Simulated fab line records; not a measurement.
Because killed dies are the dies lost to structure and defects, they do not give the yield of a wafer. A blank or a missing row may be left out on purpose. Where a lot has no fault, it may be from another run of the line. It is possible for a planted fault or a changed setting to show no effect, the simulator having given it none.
Which tool was responsible? -- flow n5Finfet -- 31 wafers from 11 lots sampled at 5 of the route's 1938 steps

== WHAT THE GAUGES SHOWED, per wafer ==
N5_SD_EPI_P_EPI_MEAS_23. Usual: thkNm reads 61.1 nm (standard deviation 1.2).
lot,measured,on,thkNm (nm),flag
L810,day 3 13:13,filmMetro-01,61.1 60.6,
L812,day 4 02:10,filmMetro-01,60.1 62.9 61.0,
L815,day 4 14:58,filmMetro-02,62.0 60.8 59.7,
L816,day 5 00:27,filmMetro-02,61.6 61.3 64.3,
L817,day 5 06:41,filmMetro-01,61.4 63.3 59.5,
L819,day 5 16:26,filmMetro-02,60.3 60.9 63.7,
L820,day 5 22:07,filmMetro-02,61.2 58.8 60.4,
L821,day 6 03:04,filmMetro-02,60.3 59.8,
L822,day 6 13:26,filmMetro-02,60.9 59.3 60.8,
L832,day 9 00:34,filmMetro-01,60.2 61.0 61.1,
L833,day 9 07:04,filmMetro-01,61.9 61.2 62.3,

N5_SD_EPI_P_INSPECT_26: inspects for defects (darkfield). Usual: rawDefectCount reads 185 (standard deviation 47).
lot,measured,on,rawDefectCount,flag
L810,day 3 13:24,defectInspect-02,194 150,
L812,day 4 02:20,defectInspect-01,186 291 271,
L815,day 4 15:09,defectInspect-02,293 204 247,
L816,day 5 00:38,defectInspect-01,192 151 161,
L817,day 5 06:52,defectInspect-02,164 128 179,
L819,day 5 16:37,defectInspect-02,206 275 159,
L820,day 5 22:17,defectInspect-02,128 105 135,
L821,day 6 03:14,defectInspect-02,196 206,
L822,day 6 13:37,defectInspect-01,1398 224 195,OFF
L832,day 9 00:44,defectInspect-02,172 111 112,
L833,day 9 07:14,defectInspect-02,166 140 188,

N5_ILD0_THK_MEAS_08. Usual: thkNm reads 138.7 nm (standard deviation 1.1).
lot,measured,on,thkNm (nm),flag
L810,day 3 17:22,filmMetro-01,137.4 138.1,
L812,day 4 06:13,filmMetro-02,139.3 137.7 138.5,
L815,day 4 19:02,filmMetro-02,141.9 139.6 139.9,
L816,day 5 04:47,filmMetro-02,139.1 138.1 138.0,
L817,day 5 10:43,filmMetro-01,136.9 137.5 138.2,
L819,day 5 20:34,filmMetro-01,139.1 138.7 138.1,
L820,day 6 02:26,filmMetro-01,137.9 137.3 136.7,
L821,day 6 07:14,filmMetro-01,139.2 140.6,
L822,day 6 17:46,filmMetro-01,138.0 137.3 136.6,
L832,day 9 04:58,filmMetro-02,138.4 137.6 140.4,
L833,day 9 11:23,filmMetro-01,139.0 137.3 139.0,

== TOOL THAT RAN EACH LOT (tool first, then ch and the chambers of the sampled wafers, then the start) ==
lot,N5_SD_EPI_P_ETCHBACK_46,N5_SD_EPI_P_ETCH_47
L810,"rieDiel-04 ch 0,1, day 3 08:08","rieDiel-04 ch 0,1, day 3 08:14"
L812,"rieDiel-04 ch 1,2, day 3 23:01","rieDiel-04 ch 1,2, day 3 23:07"
L815,"rieDiel-02 ch 0,2,3, day 4 11:50","rieDiel-02 ch 0,2,3, day 4 11:56"
L816,"rieDiel-02 ch 0,2,3, day 4 20:29","rieDiel-02 ch 0,2,3, day 4 20:35"
L817,"rieDiel-06 ch 2,3, day 5 02:43","rieDiel-06 ch 2,3, day 5 02:49"
L819,"rieDiel-02 ch 0,2,3, day 5 13:19","rieDiel-02 ch 0,2,3, day 5 13:25"
L820,"rieDiel-02 ch 1,2, day 5 18:59","rieDiel-02 ch 1,2, day 5 19:05"
L821,"rieDiel-04 ch 3, day 5 23:56","rieDiel-04 ch 3, day 6 00:02"
L822,"rieDiel-02 ch 2,3, day 6 10:19","rieDiel-02 ch 2,3, day 6 10:25"
L832,"rieDiel-04 ch 1,2,3, day 8 21:26","rieDiel-04 ch 1,2,3, day 8 21:32"
L833,"rieDiel-06 ch 2,3, day 9 03:56","rieDiel-06 ch 2,3, day 9 04:02"
- N5_SD_EPI_P_ETCHBACK_46: etches SiNx in CH3F/O2, stops on SiO2, target depth 17.5 nm.
- N5_SD_EPI_P_ETCH_47: etches SiOCN in CH3F/O2, target depth 25 nm.

== AS READ BY THE TOOLS THEMSELVES (means over the sampled wafers that have a number; for cases with no such wafer, the mark the record gives instead) ==
N5_SD_EPI_P_ETCHBACK_46. Usual: drypumpMotorCurrentA 5.5 A, standard deviation 0.5; oes_f_703_au 0.77 a.u., standard deviation 0.07; oesProductAu 0.67 a.u., standard deviation 0.056; rfVppV 298 V, standard deviation 4.1; showerheadPlenumPTorr 2.03 Torr, standard deviation 0.051; throttleValvePct 16.36 %, standard deviation 0.16.
lot,tool,drypumpMotorCurrentA (A),oes_f_703_au (a.u.),oesProductAu (a.u.),rfVppV (V),showerheadPlenumPTorr (Torr),throttleValvePct (%),flag
L810,rieDiel-04,5.6,0.83,0.70,296,2.06,16.23,
L812,rieDiel-04,5.7,0.83,0.70,301,2.05,16.28,
L815,rieDiel-02,5.5,0.73,0.63,299,2.05,16.46,
L816,rieDiel-02,5.6,0.72,0.63,298,2.05,16.47,
L817,rieDiel-06,6.1,0.72,0.61,297,1.98,16.53,
L819,rieDiel-02,5.5,0.71,0.63,298,2.05,16.48,
L820,rieDiel-02,5.9,0.76,0.66,297,2.02,16.35,
L821,rieDiel-04,5.3,0.84,0.73,292,2.05,16.27,
L822,rieDiel-02,5.4,0.74,0.64,299,2.09,16.39,
L832,rieDiel-04,5.4,0.81,0.69,299,2.03,16.35,
L833,rieDiel-06,6.0,0.82,0.70,299,1.98,16.42,

N5_SD_EPI_P_ETCH_47. Usual: drypumpMotorCurrentA 5.5 A, standard deviation 0.5; oes_f_703_au 0.77 a.u., standard deviation 0.069; oesProductAu 0.78 a.u., standard deviation 0.072; rfVppV 127.6 V, standard deviation 1.9; showerheadPlenumPTorr 2.03 Torr, standard deviation 0.051; throttleValvePct 16.34 %, standard deviation 0.16.
lot,tool,drypumpMotorCurrentA (A),oes_f_703_au (a.u.),oesProductAu (a.u.),rfVppV (V),showerheadPlenumPTorr (Torr),throttleValvePct (%),flag
L810,rieDiel-04,5.6,0.83,0.82,127.3,2.06,16.20,
L812,rieDiel-04,5.7,0.82,0.83,129.0,2.05,16.26,
L815,rieDiel-02,5.6,0.72,0.73,127.6,2.05,16.43,
L816,rieDiel-02,5.6,0.72,0.73,127.9,2.05,16.44,
L817,rieDiel-06,6.1,0.72,0.72,127.8,1.98,16.50,
L819,rieDiel-02,5.6,0.72,0.73,127.7,2.05,16.45,
L820,rieDiel-02,5.9,0.76,0.77,126.8,2.02,16.32,
L821,rieDiel-04,5.3,0.85,0.85,125.8,2.05,16.26,
L822,rieDiel-02,5.4,0.74,0.74,128.4,2.09,16.37,
L832,rieDiel-04,5.5,0.80,0.82,128.2,2.03,16.34,
L833,rieDiel-06,6.0,0.81,0.82,128.0,1.98,16.40,

== THE ANSWER, worked out from the rows above alone ==
Rule: a lot is off if the mean of its wafers that have a number lies more than 3 standard deviations from the usual mean. Also off: a lot with no number at a reading for which 4 or more lots have one. All remaining lots with rows at the step are treated as sound. The gauges are gone through in route order, then the tools' own readings, and for those a lot's mean is taken as printed above. At the first step where some lot is off, the reading lying furthest off is the one used; lots without a number count as furthest.
Off: L822, at N5_SD_EPI_P_INSPECT_26 (rawDefectCount).
A tool fits if, at a process step before that reading, it ran every lot that is off, and no sound lot after the first of them. The gauges at N5_SD_EPI_P_INSPECT_26 are tried like those tools. Undecided on this evidence; 2 tools fit (rieDiel-02 at N5_SD_EPI_P_ETCHBACK_46 and N5_SD_EPI_P_ETCH_47, defectInspect-01 at N5_SD_EPI_P_INSPECT_26).

== WHAT THE SIMULATOR HAD PUT IN ==
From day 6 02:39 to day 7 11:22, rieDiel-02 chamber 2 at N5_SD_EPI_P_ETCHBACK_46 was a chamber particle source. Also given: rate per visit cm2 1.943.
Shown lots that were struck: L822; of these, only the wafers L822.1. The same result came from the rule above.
